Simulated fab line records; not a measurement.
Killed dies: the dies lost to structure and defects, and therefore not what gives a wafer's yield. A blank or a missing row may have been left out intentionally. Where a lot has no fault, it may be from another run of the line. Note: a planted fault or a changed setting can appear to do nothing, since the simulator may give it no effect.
fab line records	flow n5-finfet
[record] lots = 6	wafers = 17	last-day = 17
route steps=1938 shown BEOL_M5@1162 PASSIVATION@1936
lots with no fault: from the same line, run without faults
start-h: hours from the record's first day to the start of the lot's first wafer shown	wait-h: hours from the lot's prior step to this one	" the same as in the row above	L1.1+2: one row covering several wafers at once	- no value, or no start was given	* or withheld: withheld	< > ~ a bound
route shown NAME@n: names a module that has steps shown in the file, with the first one's number in the route	usual: mean and standard deviation over wafers with no fault	same: alike in all rows	chamber/n: place in a boat	sites: per-site readings	_std_site: the values' standard deviation	_edge_site: the outer-site mean with the inner-site mean subtracted	radius-mm: how far each site lies from the wafer's centre	mask NAME#n: copy n	behind: the most recent tool/chamber to have shaped the wafer	hold: why the lot was held/for how many hours/how that ended	device: names the non-switching transistor (n, p or np)	end of line: tests run on the same wafers once the route is complete	step lacking rows: just its recipe	killed: count of dies lost to structure and defects at first sort (not the wafer's yield)	map: shows each die of a wafer: x if killed, . if not, _ if none is there
set.NAME: the setting the step ran with; set.NAME@STEP: the setting that earlier step ran with	model.NAME: the simulator's own value behind a step, which no gauge read
a table for each step, a row for each wafer; lots at some steps of the route
services: the hour from which a tool's chamber was out of use, counted from the record's first day as start-h (under 0 if before that day), plus the number of hours and why
[[steps]]
[step N5_BEOL_M5_STRIP_91]
[recipe] chemistry = N2/H2	time-s = 10	power-w = 450	temp-c = 40	pressure-mtorr = 20	rf-frequency-hz = 6e+07	bias-power-w = 7	n2-flow-sccm = 200	h2-flow-sccm = 200
[step N5_BEOL_M5_OCD_MEAS_38]
[usual] trench-depth-nm = 71.6/1.1
lot.wafer	tool	chamber	start-h	wait-h	trench-depth-nm
L273.4	ocd-02	-	186.25	-	70.7
L273.5	"	-	"	"	73.3
L273.6	"	-	"	"	71.1
L281.2	ocd-01	-	242.65	-	72.2
L281.3	"	-	"	"	71.0
L281.6	"	-	"	"	70.9
L283.2	ocd-01	-	260.15	-	71.8
L283.3	"	-	"	"	73.0
L283.6	"	-	"	"	72.2
L285.2	ocd-01	-	265.45	-	70.4
L285.3	"	-	"	"	71.1
L285.6	"	-	"	"	70.7
L288.1	ocd-02	-	272.49	-	70.5
L288.6	"	-	"	"	72.4
L289.4	ocd-02	-	286.36	-	73.0
L289.5	"	-	"	"	72.1
L289.6	"	-	"	"	73.6
[step N5_BEOL_M5_HM_STRIP_39]
[recipe] chemistry = peroxide-tin-strip	material = TiN	target-depth-a = 250	temp-c = 50	time-s = 158
[step N5_BEOL_M5_SRD_40]
[recipe] time-s = 30	temp-c = 23	rinse-liquid = diw	dry = ipa-marangoni
[step N5_BEOL_M5_PRECLEAN_42]
[recipe] chemistry = residue-remover	time-s = 60	temp-c = 40
[step N5_BEOL_M5_SRD_43]
[recipe] time-s = 30	temp-c = 23	rinse-liquid = diw	dry = ipa-marangoni
[step N5_BEOL_M5_CD_MEAS_35]
[recipe] target-cd-nm = 28	target-cd-y-nm = 24	polarity = opening
[usual] cd-nm = 28.08/0.3
lot.wafer	tool	chamber	start-h	wait-h	cd-nm
L273.4	cd-sem-02	-	186.41	0.0	28.35
L273.5	"	-	"	"	27.89
L273.6	"	-	"	"	27.85
L281.2	cd-sem-03	-	242.80	0.0	28.16
L281.3	"	-	"	"	28.22
L281.6	"	-	"	"	28.29
L283.2	cd-sem-03	-	260.31	0.0	28.14
L283.3	"	-	"	"	27.85
L283.6	"	-	"	"	28.19
L285.2	cd-sem-02	-	265.61	0.0	27.65
L285.3	"	-	"	"	27.56
L285.6	"	-	"	"	28.20
L288.1	cd-sem-02	-	272.65	0.0	28.36
L288.6	"	-	"	"	28.10
L289.4	cd-sem-02	-	286.53	0.0	27.79
L289.5	"	-	"	"	27.75
L289.6	"	-	"	"	27.91
[step N5_BEOL_M5_CURE_80]
[recipe] temp-c = 370	time-s = 120	ambient = DMADMS/He	material = SiCOH_lowk
[usual] lamp-power-pct = 52.31/0.047	wafer_temp_C_max = 371.6/0.5
lot.wafer	tool	chamber	start-h	wait-h	lamp-power-pct	wafer_temp_C_max
L273.4	uv-cure-03	1	186.61	0.2	52.28	372.3
L273.5	"	1	"	"	52.30	371.8
L273.6	"	1	"	"	52.37	372.2
L281.2	uv-cure-01	2	242.89	0.1	52.40	371.0
L281.3	"	2	"	"	52.33	371.7
L281.6	"	2	"	"	52.30	371.0
L283.2	uv-cure-01	0	260.41	0.1	52.32	371.7
L283.3	"	0	"	"	52.31	371.8
L283.6	"	0	"	"	52.24	371.4
L285.2	uv-cure-01	1	265.70	0.1	52.28	371.7
L285.3	"	1	"	"	52.38	371.1
L285.6	"	1	"	"	52.28	370.6
L288.1	uv-cure-03	1	272.84	0.2	52.34	372.6
L288.6	"	1	"	"	52.46	372.5
L289.4	uv-cure-03	0	287.46	0.9	52.27	371.4
L289.5	"	0	"	"	52.33	371.0
L289.6	"	0	"	"	52.33	371.5
[step N5_BEOL_M5_DEGAS_44]
[recipe] ambient = vacuum	temp-c = 250	time-s = 60
[usual] heater-power-w = 323/41
lot.wafer	tool	chamber	start-h	wait-h	heater-power-w
L273.4	pvd-sputter-02	-	187.82	1.2	320
L273.5	"	-	"	"	313
L273.6	"	-	"	"	358
L281.2	pvd-sputter-01	-	243.16	0.2	255
L281.3	"	-	"	"	290
L281.6	"	-	"	"	244
L283.2	pvd-sputter-02	-	261.38	0.9	362
L283.3	"	-	"	"	293
L283.6	"	-	"	"	303
L285.2	pvd-sputter-01	-	266.19	0.4	245
L285.3	"	-	"	"	380
L285.6	"	-	"	"	287
L288.1	pvd-sputter-02	-	273.80	0.9	312
L288.6	"	-	"	"	287
L289.4	pvd-sputter-01	-	288.06	0.6	392
L289.5	"	-	"	"	375
L289.6	"	-	"	"	282
[step N5_BEOL_M5_PRE_CLEAN_45]
[recipe] gas = H2/He	time-s = 30	temp-c = 250
[usual] heater-power-w = 323/41
lot.wafer	tool	chamber	start-h	wait-h	heater-power-w
L273.4	pvd-sputter-02	-	187.86	0.0	318
L273.5	"	-	"	"	318
L273.6	"	-	"	"	364
L281.2	pvd-sputter-01	-	243.20	0.0	247
L281.3	"	-	"	"	291
L281.6	"	-	"	"	238
L283.2	pvd-sputter-02	-	261.42	0.0	358
L283.3	"	-	"	"	291
L283.6	"	-	"	"	312
L285.2	pvd-sputter-01	-	266.23	0.0	252
L285.3	"	-	"	"	379
L285.6	"	-	"	"	287
L288.1	pvd-sputter-02	-	273.84	0.0	320
L288.6	"	-	"	"	291
L289.4	pvd-sputter-01	-	288.10	0.0	384
L289.5	"	-	"	"	379
L289.6	"	-	"	"	286
[step N5_BEOL_M5_ALD_86]
[recipe] material = TaN	target-thk-a = *	temp-c = 275	ald-precursor-family = PDMAT	ald-co-reactant = NH3	pressure-torr = 3	carrier-flow-sccm = 1500	pulse-time-s = 2	purge-time-s = 3	co-reactant-purge-time-s = 2	co-reactant-pulse-time-s = 3	ald-cycles = 30	precursor-vessel-temp-c = 75	precursor-vessel-pressure-torr = 26.25	precursor-vessel-carrier-sccm = 1000
[step N5_BEOL_M5_SURFACE_TREAT_87]
[recipe] gas = Ar	time-s = *	ion-energy-ev = *	ion-current-ma-cm2 = 0.5	pressure-mtorr = *	ar-flow-sccm = 30
[usual] throttle-valve-pct = *
lot.wafer	tool	chamber	start-h	wait-h	throttle-valve-pct
L273.4	pvd-sputter-02	-	188.16	0.1	*
L273.5	"	-	"	"	*
L273.6	"	-	"	"	*
L281.2	pvd-sputter-02	-	243.72	0.2	*
L281.3	"	-	"	"	*
L281.6	"	-	"	"	*
L283.2	pvd-sputter-01	-	261.79	0.2	*
L283.3	"	-	"	"	*
L283.6	"	-	"	"	*
L285.2	pvd-sputter-03	-	266.58	0.2	*
L285.3	"	-	"	"	*
L285.6	"	-	"	"	*
L288.1	pvd-sputter-03	-	274.16	0.2	*
L288.6	"	-	"	"	*
L289.4	pvd-sputter-01	-	288.62	0.3	*
L289.5	"	-	"	"	*
L289.6	"	-	"	"	*
[step N5_BEOL_M5_CVD_47]
[recipe] material = Co	target-thk-a = 30	temp-c = withheld	precursor = CCTBA/H2	pressure-torr = 30	time-s = 216
[usual] run-length-s = 238.7/0.59
lot.wafer	tool	chamber	start-h	wait-h	run-length-s
L273.4	cvd-co-01	2	188.30	0.1	239.1
L273.5	"	1	"	"	237.9
L273.6	"	0	"	"	238.1
L281.2	cvd-co-01	0	243.81	0.1	238.4
L281.3	"	1	"	"	237.8
L281.6	"	0	"	"	238.2
L283.2	cvd-co-01	0	261.92	0.1	239.1
L283.3	"	1	"	"	237.9
L283.6	"	2	"	"	238.9
L285.2	cvd-co-01	2	266.79	0.2	239.2
L285.3	"	1	"	"	237.8
L285.6	"	1	"	"	238.0
L288.1	cvd-co-01	2	274.23	0.0	338.9
L288.6	"	1	"	"	337.3
L289.4	cvd-co-01	0	288.75	0.1	238.5
L289.5	"	2	"	"	239.1
L289.6	"	1	"	"	337.9
[step N5_BEOL_M5_SPUTTER_48]
[recipe] material = Cu	target-thk-a = 150	temp-c = -20	chamber-pressure-pa = 0.07	power-w = withheld	time-s = 27.62
[usual] chuck-gas-flow-sccm = 1.27/0.059	throttle-valve-pct = 30.1/1.1
lot.wafer	tool	chamber	start-h	wait-h	chuck-gas-flow-sccm	throttle-valve-pct
L273.4	pvd-sputter-03	-	188.50	0.1	1.32	29.9
L273.5	"	-	"	"	1.35	30.7
L273.6	"	-	"	"	1.18	28.5
L281.2	pvd-sputter-02	-	243.99	0.1	1.29	30.8
L281.3	"	-	"	"	1.19	28.4
L281.6	"	-	"	"	1.19	28.2
L283.2	pvd-sputter-02	-	262.22	0.2	1.31	29.6
L283.3	"	-	"	"	1.29	30.6
L283.6	"	-	"	"	1.17	28.2
L285.2	pvd-sputter-01	-	267.03	0.2	1.28	29.9
L285.3	"	-	"	"	1.38	29.5
L285.6	"	-	"	"	1.35	29.6
L288.1	pvd-sputter-03	-	274.40	0.1	1.23	29.9
L288.6	"	-	"	"	1.27	30.5
L289.4	pvd-sputter-01	-	288.96	0.1	1.20	29.9
L289.5	"	-	"	"	1.30	29.8
L289.6	"	-	"	"	1.29	32.2
[step N5_PASSIVATION_PROBE_49]
[usual] defect-limited-yield = 91.2/1.5	killed_at_M0_to_M3 = 32/9.6	killed_at_M4_up = 13/5.3	killed-at-contacts = 13/6.7	killed-at-front-end = 42/11	killed-at-other = 3.8/2.9	killed-dies = 103/17	killed-open = 67/13	killed-short = 35/7.9	sort_bin_5_function = 5.2/0.94	sort_bin_6_memory = 3.3/0.64	sort-n-pass = 1077/17	sort-yield-pct = 91.2/1.5
[same] gross-dies = 1180	killed-at-back-side = 0	sort_bin_4_leakage[%] = 0	sort_bin_8_speed[%] = 0
lot.wafer	tool	chamber	start-h	wait-h	defect-limited-yield[%]	killed_at_M0_to_M3	killed_at_M4_up	killed-at-contacts	killed-at-front-end	killed-at-other	killed-dies	killed-open	killed-short	sort_bin_5_function[%]	sort_bin_6_memory[%]	sort-n-pass	sort-yield-pct[%]
L273.4	prober-01	-	291.98	0.2	90.8	30	16	9	52	2	109	68	40	4.9	4.1	1071	90.8
L273.5	prober-01	-	292.03	0.2	90.7	31	17	8	53	1	110	72	37	5.4	3.7	1070	90.7
L273.6	prober-01	-	292.08	0.3	92.3	36	8	2	41	4	91	60	29	4.7	2.8	1089	92.3
L281.2	prober-02	-	348.01	0.1	92.6	52	11	4	17	3	87	57	30	4.0	3.2	1093	92.6
L281.3	prober-02	-	348.06	0.1	91.8	47	15	5	30	0	97	61	34	4.7	3.2	1083	91.8
L281.6	prober-02	-	348.21	0.3	91.9	34	16	7	36	3	96	57	39	4.2	3.6	1084	91.9
L289.4	prober-01	-	402.36	0.2	92.9	29	16	10	26	3	84	65	17	4.4	2.6	1096	92.9
L289.5	prober-01	-	402.41	0.2	92.6	29	8	17	29	4	87	59	28	3.8	3.2	1093	92.6
L289.6	prober-01	-	402.46	0.3	92.0	23	8	20	38	5	94	55	39	4.8	2.9	1086	92.0
// killed by level:class
L273.4 FIN_SAQP:geometric-particle:open=13 FIN_SAQP:geometric-particle:short=13 BEOL_M3:geometric-particle:open=9 STI_FIN_REVEAL:geometric-particle:open=8 BEOL_M0_SAQP:geometric-particle:open=7 DUMMY_GATE:geometric-particle:open=6 MOL_CONTACT_COAG:geometric-particle:open=5 BEOL_M0_SAQP:geometric-particle:short=5
L273.5 FIN_SAQP:geometric-particle:open=16 FIN_SAQP:geometric-particle:short=13 BEOL_M0_SAQP:geometric-particle:open=11 DUMMY_GATE:geometric-particle:open=7 MOL_CONTACT_COAG:geometric-particle:open=7 BEOL_M3:geometric-particle:open=7 BEOL_M4:geometric-particle:open=5 GATE_CUT:geometric-particle:short=4
L273.6 BEOL_M3:geometric-particle:open=13 BEOL_M2:geometric-particle:open=10 FIN_SAQP:geometric-particle:short=7 FIN_SAQP:geometric-particle:open=6 STI_FIN_REVEAL:geometric-particle:open=5 DUMMY_GATE:geometric-particle:open=5 BEOL_M0_SAQP:geometric-particle:open=5 BEOL_M0_SAQP:geometric-particle:short=5
L281.2 BEOL_M1:geometric-particle:open=13 BEOL_M0_SAQP:geometric-particle:open=9 BEOL_M0_SAQP:geometric-particle:short=8 FIN_SAQP:geometric-particle:open=6 BEOL_M1:geometric-particle:short=6 BEOL_M3:geometric-particle:open=6 MOL_CONTACT_COAG:geometric-particle:open=4 BEOL_M0:geometric-particle:short=3
L281.3 BEOL_M2:geometric-particle:open=12 BEOL_M0_SAQP:geometric-particle:open=11 FIN_SAQP:geometric-particle:short=8 BEOL_M3:geometric-particle:open=6 BEOL_M0_SAQP:geometric-particle:short=5 BEOL_M1:geometric-particle:open=5 FIN_SAQP:geometric-particle:open=4 DUMMY_GATE:geometric-particle:open=4
L281.6 FIN_SAQP:geometric-particle:short=10 FIN_SAQP:geometric-particle:open=8 BEOL_M3:geometric-particle:open=8 BEOL_M0_SAQP:geometric-particle:open=7 BEOL_M0_SAQP:geometric-particle:short=7 BEOL_M1:geometric-particle:open=6 MOL_CONTACT_COAG:geometric-particle:open=5 DUMMY_GATE:geometric-particle:open=3
L289.4 MOL_CONTACT_COAG:geometric-particle:open=9 BEOL_M1:geometric-particle:open=9 STI_FIN_REVEAL:geometric-particle:open=8 BEOL_M0_SAQP:geometric-particle:open=6 FIN_SAQP:geometric-particle:open=5 BEOL_M0_SAQP:geometric-particle:short=5 BEOL_M6:geometric-particle:open=5 DUMMY_GATE:geometric-particle:open=4
L289.5 MOL_CONTACT_COAG:geometric-particle:open=12 STI_FIN_REVEAL:geometric-particle:open=8 BEOL_M0_SAQP:geometric-particle:open=7 STI_FIN_REVEAL:geometric-particle:short=6 BEOL_M0_SAQP:geometric-particle:short=6 BEOL_M3:geometric-particle:open=6 MOL_CONTACT_COAG:geometric-particle:short=5 BEOL_M1:geometric-particle:open=5
L289.6 MOL_CONTACT_COAG:geometric-particle:open=16 STI_FIN_REVEAL:geometric-particle:open=11 BEOL_M2:geometric-particle:short=7 FIN_SAQP:geometric-particle:short=5 GATE_CUT:geometric-particle:short=5 STI_FIN_REVEAL:geometric-particle:short=4 MOL_CONTACT_COAG:geometric-particle:short=4 BEOL_M0_SAQP:geometric-particle:open=4
[[services]]
tool	chamber	start-h	hours	kind
cvd-co-01	-	201.25	2.8	pm
cvd-co-01	-	263.83	0.6	repair
pvd-sputter-03	-	271.86	1.3	repair
uv-cure-01	-	273.69	22.2	pm
[[key]]
[first-sign] step = N5_BEOL_M5_CVD_47	reading = run-length-s	direction = up	sigmas = 99+	usual = *	struck = *
effect none on later readings
met-at N5_BEOL_M5_CVD_47
struck-wafers L288.1,L288.6,L289.6
onset-between 266.79 274.23
[fault] kind = process-parameter-drift	tool = cvd-co-01	chamber = -	onset-h = 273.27	steps = N5_BEOL_M5_CVD_47	channel = time-s	offset = *	shape = step	end-h = 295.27	scope = struck-wafers-only	acts-in = *	stated = *
